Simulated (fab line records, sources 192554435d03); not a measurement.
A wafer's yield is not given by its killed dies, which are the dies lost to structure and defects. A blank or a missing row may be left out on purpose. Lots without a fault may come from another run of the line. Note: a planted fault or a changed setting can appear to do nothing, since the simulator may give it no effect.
Split-lot study + flow n5Finfet + 39 wafers read across 7 lots, on a route 1938 steps long

## ABOUT THE SPLIT
At N5_BEOL_M13_TRENCH_ETCH_34 (etches SiOC in C4F8/O2/Ar, target depth 413.47 nm, time 162.6 s), the setting timeS was moved away from the recipe's 162.6 s on 15 of the 39 wafers read, by -43.3% to +56.0%. For the rest of the wafers, this setting stayed at what the recipe calls for.

## FROM THE SPLIT TO THE READING: what the file shows between them, 10 steps
- N5_BEOL_M13_STRIP_70: strips in C4F8/O2/Ar
- N5_BEOL_M13_OCD_MEAS_35
- N5_BEOL_M13_STRIP_37: strips in N2/H2
- N5_BEOL_M13_ETCH_38: etches SiCN in CF4/N2, target depth 67.5 nm, time 71.9 s
- N5_BEOL_M13_ECD_47: material Cu, target thk 936 nm
- N5_BEOL_M13_ANNEAL_48: time 90 s
- N5_BEOL_M13_CMP_49: polishes, stops on SiOC, t overpolish 17.1 s, target thk 420 nm
- N5_BEOL_M13_THK_MEAS_50: measures by xrf
- N5_BEOL_M13_PRE_CLEAN_52: time 15 s
- N5_BEOL_M13_DEP_53: deposits SiCN from 3MS/NH3, target thk 50 nm, time 17.8 s

## THE READING
M13_RS (ohm/sq), read at N5_BEOL_M13_RS_MEAS_54 with a four-point probe. Fault-free wafers of this fab line usually give 0.0450 ohm/sq, standard deviation 0.00077 ohm/sq.

| wafer  | tool, chamber at the split | timeS as run, s | against the recipe | M13_RS, ohm/sq | against lot-mates on the recipe |
|--------|----------------------------|-----------------|--------------------|----------------|---------------------------------|
| L074.1 | rieDiel-04, 2              | 162.6           | recipe             | 0.0446         | -                               |
| L074.2 | rieDiel-04, 0              | 125             | -23.1%             | 0.0586         | +0.0140                         |
| L074.3 | rieDiel-04, 1              | 162.6           | recipe             | 0.0448         | -                               |
| L074.4 | rieDiel-04, 3              | 125             | -23.1%             | 0.0579         | +0.0133                         |
| L074.5 | rieDiel-04, 1              | 162.6           | recipe             | 0.0443         | -                               |
| L074.6 | rieDiel-04, 0              | 125             | -23.1%             | 0.0589         | +0.0143                         |
| L077.1 | rieDiel-04, 3              | 92.18           | -43.3%             | 0.0793         | +0.0346                         |
| L077.2 | rieDiel-04, 0              | 162.6           | recipe             | 0.0453         | -                               |
| L077.3 | rieDiel-04, 1              | 92.18           | -43.3%             | 0.0786         | +0.0339                         |
| L077.4 | rieDiel-04, 2              | 92.18           | -43.3%             | 0.0813         | +0.0366                         |
| L077.5 | rieDiel-04, 3              | 162.6           | recipe             | 0.0444         | -                               |
| L077.6 | rieDiel-04, 2              | 162.6           | recipe             | 0.0445         | -                               |
| L081.1 | rieDiel-05, 0              | 101.3           | -37.7%             | 0.0739         | +0.0280                         |
| L081.2 | rieDiel-05, 1              | 162.6           | recipe             | 0.0461         | -                               |
| L081.3 | rieDiel-05, 2              | 162.6           | recipe             | 0.0468         | -                               |
| L081.4 | rieDiel-05, 2              | 101.3           | -37.7%             | 0.0759         | +0.0300                         |
| L081.5 | rieDiel-05, 1              | 101.3           | -37.7%             | 0.0748         | +0.0289                         |
| L081.6 | rieDiel-05, 0              | 162.6           | recipe             | 0.0449         | -                               |
| L085.1 | rieDiel-02, 0              | 253.7           | +56.0%             | 0.0286         | -0.0169                         |
| L085.2 | rieDiel-02, 2              | 162.6           | recipe             | 0.0460         | -                               |
| L085.3 | rieDiel-02, 1              | 253.7           | +56.0%             | 0.0287         | -0.0168                         |
| L085.4 | rieDiel-02, 0              | 162.6           | recipe             | 0.0451         | -                               |
| L085.5 | rieDiel-02, 1              | 162.6           | recipe             | 0.0453         | -                               |
| L085.6 | rieDiel-02, 2              | 253.7           | +56.0%             | 0.0296         | -0.0159                         |
| L088.2 | rieDiel-04, 3              | 162.6           | recipe             | 0.0444         | -                               |
| L088.3 | rieDiel-04, 0              | 162.6           | recipe             | 0.0445         | -                               |
| L088.6 | rieDiel-04, 2              | 162.6           | recipe             | 0.0444         | -                               |
| L091.1 | rieDiel-04, 3              | 162.6           | recipe             | 0.0443         | -                               |
| L091.2 | rieDiel-04, 2              | 244.3           | +50.2%             | 0.0292         | -0.0152                         |
| L091.3 | rieDiel-04, 0              | 162.6           | recipe             | 0.0448         | -                               |
| L091.4 | rieDiel-04, 1              | 244.3           | +50.2%             | 0.0294         | -0.0150                         |
| L091.5 | rieDiel-04, 2              | 162.6           | recipe             | 0.0442         | -                               |
| L091.6 | rieDiel-04, 3              | 244.3           | +50.2%             | 0.0293         | -0.0151                         |
| L094.1 | rieDiel-05, 0              | 162.6           | recipe             | 0.0448         | -                               |
| L094.2 | rieDiel-05, 3              | 162.6           | recipe             | 0.0456         | -                               |
| L094.3 | rieDiel-05, 2              | 162.6           | recipe             | 0.0467         | -                               |
| L094.4 | rieDiel-05, 1              | 162.6           | recipe             | 0.0436         | -                               |
| L094.5 | rieDiel-05, 3              | 162.6           | recipe             | 0.0451         | -                               |
| L094.6 | rieDiel-05, 2              | 162.6           | recipe             | 0.0468         | -                               |

THE FIT
A straight line over all 39 wafers: M13_RS changes by -0.000488 ohm/sq for each +1% of timeS; r = -0.93; the points scatter about the line by 0.0054 ohm/sq.
The same after taking each lot's own level away (the mean of its wafers on the recipe; 39 wafers): -0.000487 ohm/sq for each +1%; r = -0.93; scatter 0.0053 ohm/sq.
On that fit, the largest move of timeS shifts the reading by 0.027 ohm/sq.
Across the lots, their own levels run from 0.04443 to 0.04593 ohm/sq, a range of 1.9 times the standard deviation given above.
Hence the lot-to-lot level has little effect on the slope; both slopes agree.
Check: with one of the wafers moved furthest among these (+56.0%) left out of the fit, the line predicts -0.0247 ohm/sq for it against its lot-mates. Against them it came out at -0.0169 ohm/sq.

## THE WHOLE CHAIN: every reading that the file lists as answering this split, in the file's order
| step                       | what it does                                                    | reading                                                                      | change (the file's fit)               | r (the file's) |
|----------------------------|-----------------------------------------------------------------|------------------------------------------------------------------------------|---------------------------------------|----------------|
| N5_BEOL_M13_TRENCH_ETCH_34 | etches SiOC in C4F8/O2/Ar, target depth 413.47 nm, time 162.6 s | etch.depthNm (the simulator's own value, which no gauge read)                | +4.12 nm for each +1% of the setting  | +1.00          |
| N5_BEOL_M13_OCD_MEAS_35    |                                                                 | trenchDepthNm                                                                | +4.12 nm for each +1% of the setting  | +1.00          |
| N5_BEOL_M13_CMP_49         | polishes, stops on SiOC, t overpolish 17.1 s, target thk 420 nm | Cu_of_BEOL_M13_ECD_47.thkNm (the simulator's own value, which no gauge read) | +4.13 nm for each +1% of the setting  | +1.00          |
| N5_BEOL_M13_THK_MEAS_50    | measures by xrf                                                 | M13_THK                                                                      | +4.25 for each +1% of the setting     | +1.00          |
| N5_BEOL_M13_RS_MEAS_54     | measures by four-point-probe                                    | M13_RS                                                                       | -0.000486 for each +1% of the setting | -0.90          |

## THE FILE'S OWN FIT
M13_RS changes by -0.000486 ohm/sq for each +1% of timeS, r = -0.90.
